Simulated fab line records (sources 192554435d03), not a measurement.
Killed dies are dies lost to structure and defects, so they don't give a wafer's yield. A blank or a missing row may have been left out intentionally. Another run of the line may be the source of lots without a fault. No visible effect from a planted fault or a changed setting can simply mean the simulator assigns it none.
fab line records || flow n5_finfet || part 2 of 2: steps 16 to 28 of 28
[record] {"lots": 5, "wafers": 15, "last_day": 20}
route steps=1938 shown BEOL_M0_SAQP@663
lots that met no fault: from a run of the same line without faults
start_h: hours from the record's opening day to when the first of the lot's shown wafers began || wait_h: hours since the lot's step before || " the same as in the row above || L1.1+2: a single row standing in for several wafers || - no value, or no start was given || * or withheld: withheld || < > ~ a bound
route shown NAME@n: NAME is a module with steps in the file, n the number in the route of the first one || usual: mean and standard deviation over wafers with no fault || same: alike in all rows || chamber/n: place in a boat || sites: each site's reading || _std_site: the values' standard deviation || _edge_site: mean of outer sites minus mean of inner sites || radius_mm: how far each site lies from the wafer's centre || mask NAME#n: copy n || behind: the most recent tool/chamber to have shaped the wafer || hold: what put the lot on hold/how long, in hours/how the hold closed || device: which transistor (n, p or np) failed to switch || end of line: the route-end tests of the same wafers || a step with no rows: only its recipe || killed: at the first sort, the dies lost to defects and structure; wafer yield is something else || map: the dies of a wafer, with x for killed, . for not killed, _ for no die there
set.NAME: the setting as run; set.NAME@STEP: as run at that earlier step || model.NAME: the simulator's own value behind a step, which no gauge read
lots at some steps of the route; a table a step, a row a wafer
services: the hour from which a tool's chamber was out of use, counted from the record's first day as start_h (under 0 if before that day), plus the number of hours and why
[[steps]]
[step N5_BEOL_M0_SAQP_MANDREL2_REMOVE_110]
[recipe] {"chemistry": "HBr/Cl2/O2", "bt_time_s": 10, "target": "a-Si", "stop_on": "SiCN", "endpoint": "OES-SiCl", "over_etch_frac": 1, "icp_w": 600, "bias_w": 30, "HBr_flow_sccm": 150, "Cl2_flow_sccm": 80, "O2_flow_sccm": 5, "pressure_mtorr": 10}
[usual] {"drypump_motor_current_A": "5.6/0.43", "mfc_cl2_sccm": "80.02/0.25", "oes_product_au": "1.002/0.015", "throttle_valve_pct": "36.52/0.22"}
{"lot.wafer": "L076.1", "tool": "rie_si-02", "chamber": 0, "start_h": 127.00, "wait_h": 0.1, "drypump_motor_current_A": 5.7, "mfc_cl2_sccm": 79.88, "oes_product_au": 0.989, "rf_hours_counter_h": 99, "throttle_valve_pct": 36.74}
{"lot.wafer": "L076.2", "tool": "rie_si-02", "chamber": 1, "start_h": 127.00, "wait_h": 0.1, "drypump_motor_current_A": 5.4, "mfc_cl2_sccm": 80.48, "oes_product_au": 1.021, "rf_hours_counter_h": 36, "throttle_valve_pct": 36.33}
{"lot.wafer": "L076.3", "tool": "rie_si-02", "chamber": 2, "start_h": 127.00, "wait_h": 0.1, "drypump_motor_current_A": 5.9, "mfc_cl2_sccm": 80.17, "oes_product_au": 1.009, "rf_hours_counter_h": 171, "throttle_valve_pct": 36.20}
{"lot.wafer": "L078.1", "tool": "rie_si-02", "chamber": 2, "start_h": 133.82, "wait_h": 0.1, "drypump_motor_current_A": 6.0, "mfc_cl2_sccm": 79.96, "oes_product_au": 1.014, "rf_hours_counter_h": 171, "throttle_valve_pct": 36.22}
{"lot.wafer": "L078.2", "tool": "rie_si-02", "chamber": 1, "start_h": 133.82, "wait_h": 0.1, "drypump_motor_current_A": 5.4, "mfc_cl2_sccm": 79.88, "oes_product_au": 1.036, "rf_hours_counter_h": 37, "throttle_valve_pct": 36.34}
{"lot.wafer": "L078.3", "tool": "rie_si-02", "chamber": 0, "start_h": 133.82, "wait_h": 0.1, "drypump_motor_current_A": 5.7, "mfc_cl2_sccm": 80.15, "oes_product_au": 0.994, "rf_hours_counter_h": 99, "throttle_valve_pct": 36.73}
{"lot.wafer": "L079.2", "tool": "rie_si-04", "chamber": 3, "start_h": 143.29, "wait_h": 0.1, "drypump_motor_current_A": 5.3, "mfc_cl2_sccm": 80.21, "oes_product_au": 1.000, "rf_hours_counter_h": 168, "throttle_valve_pct": 36.66}
{"lot.wafer": "L079.5", "tool": "rie_si-04", "chamber": 0, "start_h": 143.29, "wait_h": 0.1, "drypump_motor_current_A": 5.3, "mfc_cl2_sccm": 79.84, "oes_product_au": 1.011, "rf_hours_counter_h": "-", "throttle_valve_pct": 36.36}
{"lot.wafer": "L079.6", "tool": "rie_si-04", "chamber": 1, "start_h": 143.29, "wait_h": 0.1, "drypump_motor_current_A": 6.2, "mfc_cl2_sccm": 79.98, "oes_product_au": 1.017, "rf_hours_counter_h": "-", "throttle_valve_pct": 36.32}
{"lot.wafer": "L084.1", "tool": "rie_si-02", "chamber": 3, "start_h": 174.48, "wait_h": 0.1, "drypump_motor_current_A": 4.9, "mfc_cl2_sccm": 80.33, "oes_product_au": 0.996, "rf_hours_counter_h": 28, "throttle_valve_pct": 36.67}
{"lot.wafer": "L084.2", "tool": "rie_si-02", "chamber": 0, "start_h": 174.48, "wait_h": 0.1, "drypump_motor_current_A": 5.8, "mfc_cl2_sccm": 80.25, "oes_product_au": 0.993, "rf_hours_counter_h": 100, "throttle_valve_pct": 36.73}
{"lot.wafer": "L084.3", "tool": "rie_si-02", "chamber": 2, "start_h": 174.48, "wait_h": 0.1, "drypump_motor_current_A": 5.9, "mfc_cl2_sccm": 79.97, "oes_product_au": 1.004, "rf_hours_counter_h": 172, "throttle_valve_pct": 36.20}
{"lot.wafer": "L087.1", "tool": "rie_si-02", "chamber": 2, "start_h": 191.51, "wait_h": 0.1, "drypump_motor_current_A": 5.9, "mfc_cl2_sccm": 80.14, "oes_product_au": 1.002, "rf_hours_counter_h": 172, "throttle_valve_pct": 36.21}
{"lot.wafer": "L087.3", "tool": "rie_si-02", "chamber": 0, "start_h": 191.51, "wait_h": 0.1, "drypump_motor_current_A": 5.7, "mfc_cl2_sccm": 79.66, "oes_product_au": 1.003, "rf_hours_counter_h": 100, "throttle_valve_pct": 36.74}
{"lot.wafer": "L087.5", "tool": "rie_si-02", "chamber": 0, "start_h": 191.51, "wait_h": 0.1, "drypump_motor_current_A": 5.7, "mfc_cl2_sccm": 79.62, "oes_product_au": 1.004, "rf_hours_counter_h": "-", "throttle_valve_pct": 36.73}
[step N5_BEOL_M0_SAQP_CD_MEAS_29]
[recipe] {"target_cd_nm": 14.4, "landing_energy_ev": 1000, "detector": "se_inlens"}
[usual] {"cd_nm": "14.96/0.22"}
{"lot.wafer": "L076.1", "tool": "cd_sem-02", "chamber": 0, "start_h": 127.11, "wait_h": 0.1, "cd_nm": 14.52}
{"lot.wafer": "L076.2", "tool": "cd_sem-02", "chamber": 0, "start_h": 127.11, "wait_h": 0.1, "cd_nm": 14.98}
{"lot.wafer": "L076.3", "tool": "cd_sem-02", "chamber": 0, "start_h": 127.11, "wait_h": 0.1, "cd_nm": 14.72}
{"lot.wafer": "L078.1", "tool": "cd_sem-03", "chamber": 0, "start_h": 133.93, "wait_h": 0.1, "cd_nm": 14.59}
{"lot.wafer": "L078.2", "tool": "cd_sem-03", "chamber": 0, "start_h": 133.93, "wait_h": 0.1, "cd_nm": 14.73}
{"lot.wafer": "L078.3", "tool": "cd_sem-03", "chamber": 0, "start_h": 133.93, "wait_h": 0.1, "cd_nm": 15.07}
{"lot.wafer": "L079.2", "tool": "cd_sem-02", "chamber": 0, "start_h": 143.40, "wait_h": 0.1, "cd_nm": 15.03}
{"lot.wafer": "L079.5", "tool": "cd_sem-02", "chamber": 0, "start_h": 143.40, "wait_h": 0.1, "cd_nm": 14.79}
{"lot.wafer": "L079.6", "tool": "cd_sem-02", "chamber": 0, "start_h": 143.40, "wait_h": 0.1, "cd_nm": 14.88}
{"lot.wafer": "L084.1", "tool": "cd_sem-01", "chamber": 0, "start_h": 174.59, "wait_h": 0.1, "cd_nm": 15.22}
{"lot.wafer": "L084.2", "tool": "cd_sem-01", "chamber": 0, "start_h": 174.59, "wait_h": 0.1, "cd_nm": 14.64}
{"lot.wafer": "L084.3", "tool": "cd_sem-01", "chamber": 0, "start_h": 174.59, "wait_h": 0.1, "cd_nm": 15.00}
{"lot.wafer": "L087.1", "tool": "cd_sem-01", "chamber": 0, "start_h": 191.62, "wait_h": 0.1, "cd_nm": 14.70}
{"lot.wafer": "L087.3", "tool": "cd_sem-01", "chamber": 0, "start_h": 191.62, "wait_h": 0.1, "cd_nm": 14.79}
{"lot.wafer": "L087.5", "tool": "cd_sem-01", "chamber": 0, "start_h": 191.62, "wait_h": 0.1, "cd_nm": 14.78}
[step N5_BEOL_M0_SAQP_COAT_69]
[recipe] {"resist": "SOC", "temp_c": 250, "time_s": 60, "spin_rpm": 1500, "resist_thk_nm": 90}
[same] {"time_s": 60}
{"lot.wafer": "L076.1+2+3", "tool": "litho_track-05", "chamber": 0, "start_h": 127.14, "wait_h": 0.0}
{"lot.wafer": "L078.1+2+3", "tool": "litho_track-02", "chamber": 0, "start_h": 133.96, "wait_h": 0.0}
{"lot.wafer": "L079.2+5+6", "tool": "litho_track-03", "chamber": 0, "start_h": 143.44, "wait_h": 0.0}
{"lot.wafer": "L084.1+2+3", "tool": "litho_track-05", "chamber": 0, "start_h": 174.63, "wait_h": 0.0}
{"lot.wafer": "L087.1+3+5", "tool": "litho_track-03", "chamber": 0, "start_h": 191.66, "wait_h": 0.0}
[step N5_BEOL_M0_SAQP_COAT_72]
[recipe] {"resist": "SiARC", "temp_c": 220, "time_s": 60, "spin_rpm": 1500, "resist_thk_nm": 15}
[same] {"time_s": 60}
{"lot.wafer": "L076.1+2+3", "tool": "litho_track-05", "chamber": 0, "start_h": "-", "wait_h": "-"}
{"lot.wafer": "L078.1+2+3", "tool": "litho_track-02", "chamber": 0, "start_h": "-", "wait_h": "-"}
{"lot.wafer": "L079.2+5+6", "tool": "litho_track-03", "chamber": 0, "start_h": "-", "wait_h": "-"}
{"lot.wafer": "L084.1+2+3", "tool": "litho_track-05", "chamber": 0, "start_h": "-", "wait_h": "-"}
{"lot.wafer": "L087.1+3+5", "tool": "litho_track-03", "chamber": 0, "start_h": "-", "wait_h": "-"}
[step N5_BEOL_M0_SAQP_COAT_87]
[recipe] {"resist": "underlayer", "temp_c": 205, "time_s": 60, "spin_rpm": 1500, "resist_thk_nm": 5}
[same] {"time_s": 60}
{"lot.wafer": "L076.1+2+3", "tool": "litho_track-05", "chamber": 0, "start_h": "-", "wait_h": "-"}
{"lot.wafer": "L078.1+2+3", "tool": "litho_track-02", "chamber": 0, "start_h": "-", "wait_h": "-"}
{"lot.wafer": "L079.2+5+6", "tool": "litho_track-03", "chamber": 0, "start_h": "-", "wait_h": "-"}
{"lot.wafer": "L084.1+2+3", "tool": "litho_track-05", "chamber": 0, "start_h": "-", "wait_h": "-"}
{"lot.wafer": "L087.1+3+5", "tool": "litho_track-03", "chamber": 0, "start_h": "-", "wait_h": "-"}
[step N5_BEOL_M0_SAQP_COAT_34]
[recipe] {"resist": "CAR-EUV", "spin_rpm": 1500, "resist_thk_nm": 30}
{"lot.wafer": "L076.1+2+3", "tool": "litho_track-05", "chamber": 0, "start_h": "-", "wait_h": "-"}
{"lot.wafer": "L078.1+2+3", "tool": "litho_track-02", "chamber": 0, "start_h": "-", "wait_h": "-"}
{"lot.wafer": "L079.2+5+6", "tool": "litho_track-03", "chamber": 0, "start_h": "-", "wait_h": "-"}
{"lot.wafer": "L084.1+2+3", "tool": "litho_track-05", "chamber": 0, "start_h": "-", "wait_h": "-"}
{"lot.wafer": "L087.1+3+5", "tool": "litho_track-03", "chamber": 0, "start_h": "-", "wait_h": "-"}
[step N5_BEOL_M0_SAQP_EBR_36]
[recipe] {"solvent": "PGMEA", "ebr_width_mm": 1.5}
{"lot.wafer": "L076.1+2+3", "tool": "litho_track-05", "chamber": 0, "start_h": "-", "wait_h": "-"}
{"lot.wafer": "L078.1+2+3", "tool": "litho_track-02", "chamber": 0, "start_h": "-", "wait_h": "-"}
{"lot.wafer": "L079.2+5+6", "tool": "litho_track-03", "chamber": 0, "start_h": "-", "wait_h": "-"}
{"lot.wafer": "L084.1+2+3", "tool": "litho_track-05", "chamber": 0, "start_h": "-", "wait_h": "-"}
{"lot.wafer": "L087.1+3+5", "tool": "litho_track-03", "chamber": 0, "start_h": "-", "wait_h": "-"}
[step N5_BEOL_M0_SAQP_SOFTBAKE_35]
[recipe] {"temp_c": 110, "time_s": 60, "resist": "CAR-EUV"}
[same] {"time_s": 60}
{"lot.wafer": "L076.1+2+3", "tool": "litho_track-05", "chamber": 0, "start_h": "-", "wait_h": "-"}
{"lot.wafer": "L078.1+2+3", "tool": "litho_track-02", "chamber": 0, "start_h": "-", "wait_h": "-"}
{"lot.wafer": "L079.2+5+6", "tool": "litho_track-03", "chamber": 0, "start_h": "-", "wait_h": "-"}
{"lot.wafer": "L084.1+2+3", "tool": "litho_track-05", "chamber": 0, "start_h": "-", "wait_h": "-"}
{"lot.wafer": "L087.1+3+5", "tool": "litho_track-03", "chamber": 0, "start_h": "-", "wait_h": "-"}
[step N5_BEOL_M0_SAQP_EXPOSE_37]
[recipe] {"mask_id": "M0_CUT1", "na": 0.33, "source_shape": "annular", "sigma_inner": 0.35, "sigma_outer": 0.8, "polarization": "unpolarized", "target_cd_nm": 30, "dose_mj": 44.75}
[usual] {"stage_msd_nm": "0.83/0.046"}
{"lot.wafer": "L076.1", "tool": "euv_scanner-02", "chamber": 0, "start_h": 127.40, "wait_h": "-", "mask": "M0_CUT1#0", "stage_msd_nm": 0.89}
{"lot.wafer": "L076.2", "tool": "euv_scanner-02", "chamber": 0, "start_h": 127.40, "wait_h": "-", "mask": "M0_CUT1#0", "stage_msd_nm": 0.90}
{"lot.wafer": "L076.3", "tool": "euv_scanner-02", "chamber": 0, "start_h": 127.40, "wait_h": "-", "mask": "M0_CUT1#0", "stage_msd_nm": 0.90}
{"lot.wafer": "L078.1", "tool": "euv_scanner-01", "chamber": 0, "start_h": 134.12, "wait_h": "-", "mask": "M0_CUT1#0", "stage_msd_nm": 0.79}
{"lot.wafer": "L078.2", "tool": "euv_scanner-01", "chamber": 0, "start_h": 134.12, "wait_h": "-", "mask": "M0_CUT1#0", "stage_msd_nm": 0.78}
{"lot.wafer": "L078.3", "tool": "euv_scanner-01", "chamber": 0, "start_h": 134.12, "wait_h": "-", "mask": "M0_CUT1#0", "stage_msd_nm": 0.78}
{"lot.wafer": "L079.2", "tool": "euv_scanner-02", "chamber": 0, "start_h": 143.71, "wait_h": "-", "mask": "M0_CUT1#0", "stage_msd_nm": 0.89}
{"lot.wafer": "L079.5", "tool": "euv_scanner-02", "chamber": 0, "start_h": 143.71, "wait_h": "-", "mask": "M0_CUT1#0", "stage_msd_nm": 0.89}
{"lot.wafer": "L079.6", "tool": "euv_scanner-02", "chamber": 0, "start_h": 143.71, "wait_h": "-", "mask": "M0_CUT1#0", "stage_msd_nm": 0.89}
{"lot.wafer": "L084.1", "tool": "euv_scanner-01", "chamber": 0, "start_h": 174.77, "wait_h": "-", "mask": "M0_CUT1#0", "stage_msd_nm": 0.79}
{"lot.wafer": "L084.2", "tool": "euv_scanner-01", "chamber": 0, "start_h": 174.77, "wait_h": "-", "mask": "M0_CUT1#0", "stage_msd_nm": 0.79}
{"lot.wafer": "L084.3", "tool": "euv_scanner-01", "chamber": 0, "start_h": 174.77, "wait_h": "-", "mask": "M0_CUT1#0", "stage_msd_nm": 0.78}
{"lot.wafer": "L087.1", "tool": "euv_scanner-02", "chamber": 0, "start_h": 191.92, "wait_h": "-", "mask": "M0_CUT1#0", "stage_msd_nm": 0.88}
{"lot.wafer": "L087.3", "tool": "euv_scanner-02", "chamber": 0, "start_h": 191.92, "wait_h": "-", "mask": "M0_CUT1#0", "stage_msd_nm": 0.88}
{"lot.wafer": "L087.5", "tool": "euv_scanner-02", "chamber": 0, "start_h": 191.92, "wait_h": "-", "mask": "M0_CUT1#0", "stage_msd_nm": 0.88}
[step N5_BEOL_M0_SAQP_PEB_38]
[recipe] {"peb_temp_c": 100, "peb_time_s": 60, "resist": "CAR-EUV"}
{"lot.wafer": "L076.1+2+3", "tool": "litho_track-02", "chamber": 0, "start_h": 127.47, "wait_h": 0.1}
{"lot.wafer": "L078.1+2+3", "tool": "litho_track-05", "chamber": 0, "start_h": 134.18, "wait_h": 0.1}
{"lot.wafer": "L079.2+5+6", "tool": "litho_track-02", "chamber": 0, "start_h": 143.77, "wait_h": 0.1}
{"lot.wafer": "L084.1+2+3", "tool": "litho_track-05", "chamber": 0, "start_h": 174.83, "wait_h": 0.1}
{"lot.wafer": "L087.1+3+5", "tool": "litho_track-05", "chamber": 0, "start_h": 191.99, "wait_h": 0.1}
[step N5_BEOL_M0_SAQP_DEVELOP_39]
[recipe] {"develop_time_s": 30, "developer": "TMAH", "resist": "CAR-EUV", "rinse_liquid": "surfactant_rinse", "dry": "air_spin", "dev_temp_c": 23}
{"lot.wafer": "L076.1+2+3", "tool": "litho_track-02", "chamber": 0, "start_h": "-", "wait_h": "-"}
{"lot.wafer": "L078.1+2+3", "tool": "litho_track-05", "chamber": 0, "start_h": "-", "wait_h": "-"}
{"lot.wafer": "L079.2+5+6", "tool": "litho_track-02", "chamber": 0, "start_h": "-", "wait_h": "-"}
{"lot.wafer": "L084.1+2+3", "tool": "litho_track-05", "chamber": 0, "start_h": "-", "wait_h": "-"}
{"lot.wafer": "L087.1+3+5", "tool": "litho_track-05", "chamber": 0, "start_h": "-", "wait_h": "-"}
[step N5_BEOL_M0_SAQP_CD_MEAS_40]
[recipe] {"target_cd_nm": 30, "landing_energy_ev": 500, "detector": "se_inlens"}
[usual] {"cd_nm": "29.94/0.22"}
{"lot.wafer": "L076.1", "tool": "cd_sem-02", "chamber": 0, "start_h": 127.54, "wait_h": "-", "cd_nm": 29.80}
{"lot.wafer": "L076.2", "tool": "cd_sem-02", "chamber": 0, "start_h": 127.54, "wait_h": "-", "cd_nm": 29.53}
{"lot.wafer": "L076.3", "tool": "cd_sem-02", "chamber": 0, "start_h": 127.54, "wait_h": "-", "cd_nm": 30.07}
{"lot.wafer": "L078.1", "tool": "cd_sem-01", "chamber": 0, "start_h": 134.25, "wait_h": "-", "cd_nm": 30.11}
{"lot.wafer": "L078.2", "tool": "cd_sem-01", "chamber": 0, "start_h": 134.25, "wait_h": "-", "cd_nm": 30.00}
{"lot.wafer": "L078.3", "tool": "cd_sem-01", "chamber": 0, "start_h": 134.25, "wait_h": "-", "cd_nm": 30.14}
{"lot.wafer": "L079.2", "tool": "cd_sem-01", "chamber": 0, "start_h": 143.83, "wait_h": "-", "cd_nm": 30.20}
{"lot.wafer": "L079.5", "tool": "cd_sem-01", "chamber": 0, "start_h": 143.83, "wait_h": "-", "cd_nm": 29.99}
{"lot.wafer": "L079.6", "tool": "cd_sem-01", "chamber": 0, "start_h": 143.83, "wait_h": "-", "cd_nm": 29.91}
{"lot.wafer": "L084.1", "tool": "cd_sem-03", "chamber": 0, "start_h": 174.90, "wait_h": "-", "cd_nm": 30.13}
{"lot.wafer": "L084.2", "tool": "cd_sem-03", "chamber": 0, "start_h": 174.90, "wait_h": "-", "cd_nm": 30.09}
{"lot.wafer": "L084.3", "tool": "cd_sem-03", "chamber": 0, "start_h": 174.90, "wait_h": "-", "cd_nm": 29.77}
{"lot.wafer": "L087.1", "tool": "cd_sem-01", "chamber": 0, "start_h": 192.05, "wait_h": "-", "cd_nm": 29.74}
{"lot.wafer": "L087.3", "tool": "cd_sem-01", "chamber": 0, "start_h": 192.05, "wait_h": "-", "cd_nm": 30.28}
{"lot.wafer": "L087.5", "tool": "cd_sem-01", "chamber": 0, "start_h": 192.05, "wait_h": "-", "cd_nm": 29.51}
[step N5_BEOL_M0_SAQP_OVL_MEAS_41]
[recipe] {"points_per_wafer": 522}
[usual] {"M0_CUT1_OVL": "0.1/0.62"}
{"lot.wafer": "L076.1", "tool": "overlay-02", "chamber": 0, "start_h": 127.57, "wait_h": 0.0, "M0_CUT1_OVL[nm]": -0.5}
{"lot.wafer": "L076.2", "tool": "overlay-02", "chamber": 0, "start_h": 127.57, "wait_h": 0.0, "M0_CUT1_OVL[nm]": -0.5}
{"lot.wafer": "L076.3", "tool": "overlay-02", "chamber": 0, "start_h": 127.57, "wait_h": 0.0, "M0_CUT1_OVL[nm]": -0.4}
{"lot.wafer": "L078.1", "tool": "overlay-01", "chamber": 0, "start_h": 134.28, "wait_h": 0.0, "M0_CUT1_OVL[nm]": 0.2}
{"lot.wafer": "L078.2", "tool": "overlay-01", "chamber": 0, "start_h": 134.28, "wait_h": 0.0, "M0_CUT1_OVL[nm]": 0.5}
{"lot.wafer": "L078.3", "tool": "overlay-01", "chamber": 0, "start_h": 134.28, "wait_h": 0.0, "M0_CUT1_OVL[nm]": 0.2}
{"lot.wafer": "L079.2", "tool": "overlay-01", "chamber": 0, "start_h": 143.87, "wait_h": 0.0, "M0_CUT1_OVL[nm]": 0.4}
{"lot.wafer": "L079.5", "tool": "overlay-01", "chamber": 0, "start_h": 143.87, "wait_h": 0.0, "M0_CUT1_OVL[nm]": 0.5}
{"lot.wafer": "L079.6", "tool": "overlay-01", "chamber": 0, "start_h": 143.87, "wait_h": 0.0, "M0_CUT1_OVL[nm]": -0.8}
{"lot.wafer": "L084.1", "tool": "overlay-02", "chamber": 0, "start_h": 174.93, "wait_h": 0.0, "M0_CUT1_OVL[nm]": 0.2}
{"lot.wafer": "L084.2", "tool": "overlay-02", "chamber": 0, "start_h": 174.93, "wait_h": 0.0, "M0_CUT1_OVL[nm]": 0.5}
{"lot.wafer": "L084.3", "tool": "overlay-02", "chamber": 0, "start_h": 174.93, "wait_h": 0.0, "M0_CUT1_OVL[nm]": 0.1}
{"lot.wafer": "L087.1", "tool": "overlay-02", "chamber": 0, "start_h": 192.08, "wait_h": 0.0, "M0_CUT1_OVL[nm]": -0.2}
{"lot.wafer": "L087.3", "tool": "overlay-02", "chamber": 0, "start_h": 192.08, "wait_h": 0.0, "M0_CUT1_OVL[nm]": 0.0}
{"lot.wafer": "L087.5", "tool": "overlay-02", "chamber": 0, "start_h": 192.08, "wait_h": 0.0, "M0_CUT1_OVL[nm]": 0.3}
[[services]]
{"tool": "rie_si-04", "chamber": 3, "start_h": 102.90, "hours": 8.9, "kind": "repair"}
{"tool": "rie_diel-03", "chamber": 3, "start_h": 106.94, "hours": 1.8, "kind": "repair"}
{"tool": "ald_sin-03", "chamber": 2, "start_h": 112.53, "hours": 13.7, "kind": "repair"}
{"tool": "ald_sin-03", "chamber": 0, "start_h": 118.27, "hours": 20.1, "kind": "repair"}
{"tool": "euv_scanner-02", "chamber": "-", "start_h": 119.14, "hours": 4.6, "kind": "pm"}
{"tool": "rie_diel-06", "chamber": 1, "start_h": 123.02, "hours": "-", "kind": "clean"}
{"tool": "rie_diel-06", "chamber": 1, "start_h": 123.02, "hours": "-", "kind": "consumable_replace:focus_ring"}
{"tool": "rie_diel-06", "chamber": 1, "start_h": 123.02, "hours": 17.3, "kind": "scheduled_down"}
{"tool": "rie_diel-03", "chamber": 0, "start_h": 125.34, "hours": 6.0, "kind": "repair"}
{"tool": "rie_diel-01", "chamber": 0, "start_h": 128.42, "hours": "-", "kind": "clean"}
{"tool": "rie_diel-01", "chamber": 0, "start_h": 128.42, "hours": "-", "kind": "consumable_replace:focus_ring"}
{"tool": "rie_diel-01", "chamber": 0, "start_h": 128.42, "hours": 12.2, "kind": "scheduled_down"}
{"tool": "rie_diel-01", "chamber": 0, "start_h": 128.42, "hours": 12.2, "kind": "vent_cycle"}
{"tool": "euv_scanner-02", "chamber": "-", "start_h": 128.50, "hours": 12.0, "kind": "pm"}
{"tool": "ald_sin-01", "chamber": 3, "start_h": 140.26, "hours": 2.1, "kind": "repair"}
{"tool": "euv_scanner-01", "chamber": "-", "start_h": 140.52, "hours": 1.0, "kind": "pm"}
{"tool": "euv_scanner-02", "chamber": "-", "start_h": 141.58, "hours": 1.0, "kind": "pm"}
{"tool": "rie_diel-01", "chamber": 2, "start_h": 154.65, "hours": 6.9, "kind": "repair"}
{"tool": "euv_scanner-02", "chamber": "-", "start_h": 167.69, "hours": 4.9, "kind": "repair"}
{"tool": "ald_sin-02", "chamber": 3, "start_h": 170.47, "hours": 2.3, "kind": "repair"}
{"tool": "ald_sin-02", "chamber": "-", "start_h": 176.87, "hours": 14.0, "kind": "pm"}
{"tool": "rie_si-06", "chamber": 0, "start_h": 180.07, "hours": 11.6, "kind": "repair"}
{"tool": "rie_diel-01", "chamber": 0, "start_h": 189.86, "hours": 5.1, "kind": "repair"}
{"tool": "litho_track-03", "chamber": "-", "start_h": 190.34, "hours": "-", "kind": "consumable_replace:filter"}
